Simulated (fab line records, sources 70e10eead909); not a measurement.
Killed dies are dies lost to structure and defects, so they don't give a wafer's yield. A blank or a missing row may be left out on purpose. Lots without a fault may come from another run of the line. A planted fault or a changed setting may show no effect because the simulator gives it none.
Chamber matching | flow nand_harc | NHARC_P_M1_ETCH_35 on rie_diel-08: 4 sister chambers
The step etches the open film in N2/H2, target depth 40 nm, overetch 12 nm, time 43.94 s. 18 wafers are shown with their chamber, then 9 later ones without.

WAFERS WITH THEIR CHAMBER
wafer  | chamber | rf_vpp_V (V) | oes_product_au (a.u.) | throttle_valve_pct (%)
L081.2 | 2       | 433.8        | 1.003                 | 14.153
L081.4 | 3       | 426.3        | 0.997                 | 14.170
L081.6 | 3       | 426.8        | 1.003                 | 14.181
L082.1 | 1       | 428.2        | 0.995                 | 14.170
L082.4 | 2       | 433.9        | 0.988                 | 14.177
L082.5 | 2       | 434.3        | 0.987                 | 14.165
L085.1 | 3       | 428.4        | 0.990                 | 14.181
L085.3 | 1       | 428.5        | 0.996                 | 14.189
L085.6 | 1       | 429.1        | 0.998                 | 14.177
L087.1 | 3       | 426.1        | 1.000                 | 14.175
L087.5 | 0       | 430.8        | 1.013                 | 14.169
L087.6 | 3       | 425.6        | 1.004                 | 14.178
L089.1 | 2       | 434.3        | 0.988                 | 14.183
L089.2 | 0       | 432.2        | 1.002                 | 14.174
L089.4 | 2       | 434.1        | 0.986                 | 14.158
L088.1 | 0       | 432.1        | 1.005                 | 14.174
L088.4 | 2       | 434.0        | 1.001                 | 14.173
L088.6 | 0       | 432.1        | 1.011                 | 14.190

SIGNATURES (means of the wafers above)
reading            | chamber 0 | chamber 1 | chamber 2 | chamber 3 | scatter within a chamber
rf_vpp_V           | 431.800   | 428.600   | 434.067   | 426.640   | 0.686
oes_product_au     | 1.00775   | 0.99633   | 0.99217   | 0.99880   | 0.00601
throttle_valve_pct | 14.17675  | 14.17867  | 14.16817  | 14.17700  | 0.00921
Rule: a wafer's distance from a chamber is the root of the sum, over the readings, of the square of ((its reading less the chamber's mean) divided by the reading's scatter). The wafer belongs to the nearest chamber; if the next one is less than 2 further off, it can't be placed. The scatter: the root of (the sum of the squares of (reading less its chamber's mean) over the shown wafers, divided by (wafers less chambers)).

WAFERS WITHOUT THEIR CHAMBER
wafer  | rf_vpp_V (V) | oes_product_au (a.u.) | throttle_valve_pct (%)
L090.1 | 430.5        | 1.005                 | 14.180
L090.3 | 435.9        | 0.995                 | 14.158
L090.6 | 432.0        | 1.008                 | 14.175
L093.1 | 434.4        | 1.012                 | 14.162
L093.3 | 427.1        | 0.999                 | 14.169
L093.6 | 431.1        | 0.996                 | 14.181
L097.2 | 429.1        | 1.001                 | 14.169
L097.4 | 427.2        | 1.010                 | 14.169
L097.5 | 428.1        | 1.003                 | 14.171

WHICH CHAMBER EACH WENT THROUGH
wafer  | from the rows above     | in truth
L090.1 | can't be placed: 0 or 1 | 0
L090.3 | 2                       | 2
L090.6 | 0                       | 0
L093.1 | can't be placed: 2 or 0 | 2
L093.3 | can't be placed: 3 or 1 | 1
L093.6 | can't be placed: 0 or 1 | 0
L097.2 | 1                       | 1
L097.4 | can't be placed: 3 or 1 | 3
L097.5 | can't be placed: 1 or 3 | 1
Placed correctly: 3 of 9. Can't be placed from these rows: 6 (the true chamber is among the candidates in 6). Placed wrongly: 0.
